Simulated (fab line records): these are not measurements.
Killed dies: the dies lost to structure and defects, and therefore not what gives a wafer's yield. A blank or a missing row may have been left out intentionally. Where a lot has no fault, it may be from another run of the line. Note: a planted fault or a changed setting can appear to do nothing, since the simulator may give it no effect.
Chamber matching || flow nand_harc || NHARC_A_CHANNEL_FILL_D2_ALD_14 on ald_hk-02: 4 sister chambers
The step deposits SiO2, target thk 2.5 nm, pulse time 10 s, ald cycles 25. 20 wafers are shown with their chamber, then 10 later ones without.

## EACH WAFER AND ITS CHAMBER
{"wafer": "L074.1", "chamber": 2, "heater_power_w (W)": 403, "precursor_pulse_height_rel": 0.988}
{"wafer": "L074.3", "chamber": 0, "heater_power_w (W)": 442, "precursor_pulse_height_rel": 1.006}
{"wafer": "L074.6", "chamber": 3, "heater_power_w (W)": 466, "precursor_pulse_height_rel": 1.001}
{"wafer": "L075.1", "chamber": 1, "heater_power_w (W)": 440, "precursor_pulse_height_rel": 1.015}
{"wafer": "L075.4", "chamber": 0, "heater_power_w (W)": 441, "precursor_pulse_height_rel": 1.024}
{"wafer": "L075.5", "chamber": 3, "heater_power_w (W)": 459, "precursor_pulse_height_rel": 0.989}
{"wafer": "L077.3", "chamber": 2, "heater_power_w (W)": 416, "precursor_pulse_height_rel": 1.009}
{"wafer": "L077.4", "chamber": 1, "heater_power_w (W)": 453, "precursor_pulse_height_rel": 1.020}
{"wafer": "L077.6", "chamber": 2, "heater_power_w (W)": 403, "precursor_pulse_height_rel": 0.997}
{"wafer": "L078.1", "chamber": 1, "heater_power_w (W)": 442, "precursor_pulse_height_rel": 0.993}
{"wafer": "L078.4", "chamber": 3, "heater_power_w (W)": 469, "precursor_pulse_height_rel": 0.969}
{"wafer": "L078.6", "chamber": 3, "heater_power_w (W)": 444, "precursor_pulse_height_rel": 1.017}
{"wafer": "L078.2", "chamber": 0, "heater_power_w (W)": 448, "precursor_pulse_height_rel": 1.015}
{"wafer": "L078.3", "chamber": 2, "heater_power_w (W)": 410, "precursor_pulse_height_rel": 1.003}
{"wafer": "L078.5", "chamber": 0, "heater_power_w (W)": 455, "precursor_pulse_height_rel": 0.987}
{"wafer": "L081.2", "chamber": 3, "heater_power_w (W)": 453, "precursor_pulse_height_rel": 0.998}
{"wafer": "L081.4", "chamber": 0, "heater_power_w (W)": 452, "precursor_pulse_height_rel": 0.976}
{"wafer": "L081.6", "chamber": 1, "heater_power_w (W)": 451, "precursor_pulse_height_rel": 1.000}
{"wafer": "L086.1", "chamber": 0, "heater_power_w (W)": 453, "precursor_pulse_height_rel": 0.987}
{"wafer": "L086.4", "chamber": 3, "heater_power_w (W)": 447, "precursor_pulse_height_rel": 1.008}

SIGNATURES, as means of the wafers listed above
{"reading": "heater_power_w", "chamber 0": 448.50, "chamber 1": 446.50, "chamber 2": 408.00, "chamber 3": 456.33, "scatter within a chamber": 7.62}
{"reading": "precursor_pulse_height_rel", "chamber 0": 0.99917, "chamber 1": 1.00700, "chamber 2": 0.99925, "chamber 3": 0.99700, "scatter within a chamber": 0.0155}
Rule: for a wafer and a chamber, the distance is found by dividing, reading by reading, the gap between the wafer's reading and the chamber's mean by the reading's scatter, squaring, summing and taking the root. If the next closest chamber is less than 2 further off than the closest, the wafer can't be placed; otherwise it belongs to the closest. The scatter: take each reading less its chamber's mean, square it, sum over the shown wafers, divide by the number of wafers less the number of chambers, and take the root.

## WAFERS WHOSE CHAMBER IS MISSING
{"wafer": "L086.5", "heater_power_w (W)": 444, "precursor_pulse_height_rel": 1.033}
{"wafer": "L086.2", "heater_power_w (W)": 450, "precursor_pulse_height_rel": 0.990}
{"wafer": "L086.3", "heater_power_w (W)": 389, "precursor_pulse_height_rel": 1.009}
{"wafer": "L086.6", "heater_power_w (W)": 447, "precursor_pulse_height_rel": 0.991}
{"wafer": "L089.1", "heater_power_w (W)": 457, "precursor_pulse_height_rel": 1.008}
{"wafer": "L089.4", "heater_power_w (W)": 401, "precursor_pulse_height_rel": 1.002}
{"wafer": "L089.6", "heater_power_w (W)": 403, "precursor_pulse_height_rel": 0.990}
{"wafer": "L088.1", "heater_power_w (W)": 401, "precursor_pulse_height_rel": 1.008}
{"wafer": "L088.4", "heater_power_w (W)": 454, "precursor_pulse_height_rel": 0.978}
{"wafer": "L088.5", "heater_power_w (W)": 408, "precursor_pulse_height_rel": 1.021}

## WHICH CHAMBER EACH WENT THROUGH
{"wafer": "L086.5", "from the rows above": "can't be placed: 1 or 0 or 3", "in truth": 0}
{"wafer": "L086.2", "from the rows above": "can't be placed: 0 or 3 or 1", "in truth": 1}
{"wafer": "L086.3", "from the rows above": 2, "in truth": 2}
{"wafer": "L086.6", "from the rows above": "can't be placed: 0 or 1 or 3", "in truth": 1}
{"wafer": "L089.1", "from the rows above": "can't be placed: 3 or 0 or 1", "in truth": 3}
{"wafer": "L089.4", "from the rows above": 2, "in truth": 2}
{"wafer": "L089.6", "from the rows above": 2, "in truth": 2}
{"wafer": "L088.1", "from the rows above": 2, "in truth": 2}
{"wafer": "L088.4", "from the rows above": "can't be placed: 3 or 0 or 1", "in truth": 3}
{"wafer": "L088.5", "from the rows above": 2, "in truth": 2}
Correct placement for 5 of the 10. These rows do not allow placing 5 (true chamber among the candidates in 5). 0 placed wrongly.
